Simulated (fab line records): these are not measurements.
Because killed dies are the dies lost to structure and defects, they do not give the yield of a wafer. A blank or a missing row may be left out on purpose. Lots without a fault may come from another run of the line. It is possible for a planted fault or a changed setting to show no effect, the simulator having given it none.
Split-lot trial || flow n5 finfet || 7 lots, 21 wafers read, on a route of 1938 steps

## ON THE SPLIT
At N5_BEOL_M13_CMP_49 (polishes, stops on SiOC, t overpolish 17.1 s, target thk 420 nm), the setting down force psi was moved away from the recipe's 1 psi on 7 of the 21 wafers read, by -22.2% to +12.6%. For the rest of the wafers, this setting stayed at what the recipe calls for.

The split's own step is where the reading is taken.

## THE READING
barrier field endpoint s, in s, at N5_BEOL_M13_CMP_49 (polishes, stops on SiOC, t overpolish 17.1 s, target thk 420 nm). Typical for fault-free wafers on this fab line: 30.0 s, with standard deviation 0.83 s.

{"wafer": "L075.3", "tool, chamber at the split": "cmp-04, 0", "down force psi as run, psi": 1.126, "against the recipe": "+12.6%", "barrier field endpoint s, s": 27.1, "against lot-mates on the recipe": -3.3}
{"wafer": "L075.4", "tool, chamber at the split": "cmp-04, 2", "down force psi as run, psi": 1.126, "against the recipe": "+12.6%", "barrier field endpoint s, s": 26.1, "against lot-mates on the recipe": -4.3}
{"wafer": "L075.1", "tool, chamber at the split": "cmp-04, 3", "down force psi as run, psi": 1, "against the recipe": "recipe", "barrier field endpoint s, s": 30.4, "against lot-mates on the recipe": "-"}
{"wafer": "L084.3", "tool, chamber at the split": "cmp-01, 0", "down force psi as run, psi": 1, "against the recipe": "recipe", "barrier field endpoint s, s": 30.4, "against lot-mates on the recipe": "-"}
{"wafer": "L084.4", "tool, chamber at the split": "cmp-01, 3", "down force psi as run, psi": 1, "against the recipe": "recipe", "barrier field endpoint s, s": 29.2, "against lot-mates on the recipe": "-"}
{"wafer": "L084.6", "tool, chamber at the split": "cmp-01, 0", "down force psi as run, psi": 1, "against the recipe": "recipe", "barrier field endpoint s, s": 30.5, "against lot-mates on the recipe": "-"}
{"wafer": "L083.1", "tool, chamber at the split": "cmp-01, 1", "down force psi as run, psi": 0.8583, "against the recipe": "-14.2%", "barrier field endpoint s, s": 35.1, "against lot-mates on the recipe": "+5.2"}
{"wafer": "L083.2", "tool, chamber at the split": "cmp-01, 3", "down force psi as run, psi": 0.8583, "against the recipe": "-14.2%", "barrier field endpoint s, s": 35.6, "against lot-mates on the recipe": "+5.7"}
{"wafer": "L083.6", "tool, chamber at the split": "cmp-01, 1", "down force psi as run, psi": 1, "against the recipe": "recipe", "barrier field endpoint s, s": 29.9, "against lot-mates on the recipe": "-"}
{"wafer": "L089.4", "tool, chamber at the split": "cmp-03, 2", "down force psi as run, psi": 1, "against the recipe": "recipe", "barrier field endpoint s, s": 30.9, "against lot-mates on the recipe": "-"}
{"wafer": "L089.2", "tool, chamber at the split": "cmp-03, 3", "down force psi as run, psi": 1, "against the recipe": "recipe", "barrier field endpoint s, s": 30.3, "against lot-mates on the recipe": "-"}
{"wafer": "L089.1", "tool, chamber at the split": "cmp-03, 1", "down force psi as run, psi": 1, "against the recipe": "recipe", "barrier field endpoint s, s": 29.9, "against lot-mates on the recipe": "-"}
{"wafer": "L091.4", "tool, chamber at the split": "cmp-04, 1", "down force psi as run, psi": 1, "against the recipe": "recipe", "barrier field endpoint s, s": 28.7, "against lot-mates on the recipe": "-"}
{"wafer": "L091.5", "tool, chamber at the split": "cmp-04, 3", "down force psi as run, psi": 1.092, "against the recipe": "+9.2%", "barrier field endpoint s, s": 27.7, "against lot-mates on the recipe": -1.8}
{"wafer": "L091.6", "tool, chamber at the split": "cmp-04, 0", "down force psi as run, psi": 1, "against the recipe": "recipe", "barrier field endpoint s, s": 30.3, "against lot-mates on the recipe": "-"}
{"wafer": "L095.3", "tool, chamber at the split": "cmp-01, 1", "down force psi as run, psi": 1, "against the recipe": "recipe", "barrier field endpoint s, s": 28.9, "against lot-mates on the recipe": "-"}
{"wafer": "L095.4", "tool, chamber at the split": "cmp-01, 3", "down force psi as run, psi": 0.7784, "against the recipe": "-22.2%", "barrier field endpoint s, s": 38.1, "against lot-mates on the recipe": "+9.1"}
{"wafer": "L095.5", "tool, chamber at the split": "cmp-01, 1", "down force psi as run, psi": 1, "against the recipe": "recipe", "barrier field endpoint s, s": 29.2, "against lot-mates on the recipe": "-"}
{"wafer": "L097.4", "tool, chamber at the split": "cmp-03, 3", "down force psi as run, psi": 1, "against the recipe": "recipe", "barrier field endpoint s, s": 30.8, "against lot-mates on the recipe": "-"}
{"wafer": "L097.2", "tool, chamber at the split": "cmp-03, 0", "down force psi as run, psi": 1, "against the recipe": "recipe", "barrier field endpoint s, s": 29.1, "against lot-mates on the recipe": "-"}
{"wafer": "L097.5", "tool, chamber at the split": "cmp-03, 3", "down force psi as run, psi": 0.8583, "against the recipe": "-14.2%", "barrier field endpoint s, s": 36.3, "against lot-mates on the recipe": "+6.3"}

THE FIT
A straight line over all 21 wafers: barrier field endpoint s changes by -0.349 s for each +1% of down force psi; r = -0.97; the points scatter about the line by 0.8 s.
The same after taking each lot's own level away (the mean of its wafers on the recipe; 21 wafers): -0.367 s for each +1%; r = -0.98; scatter 0.71 s.
According to that fit, moving down force psi by its largest amount changes the reading by 8.1 s.
The span of the lots' own levels, 29.05 to 30.40 s, comes to 1.6 times the standard deviation stated above.
Consequently the slope shifts little with the lot-to-lot level, the two slopes agreeing.
Check: with one of the wafers moved furthest among these (-22.2%) left out of the fit, the line predicts +8.07 s for it against its lot-mates. Against them it came out at +9.05 s.
Tool readings at the split's step, against how far the setting was moved: barrier field endpoint s r = -0.97.

## THESE WAFERS: OTHER SPLITS
These wafers also went through other splits before the reading. Each is held against what the fit with the lots' levels taken away leaves over:
{"other split on the same wafers": "N5_BEOL_M12_TRENCH_ETCH_34 time s", "wafers away from the commonest value": 9, "r with barrier field endpoint s (lot level and that fit taken away)": -0.03}

## FILE'S OWN FIT
barrier field endpoint s changes by -0.381 s for each +1% of down force psi, r = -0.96.
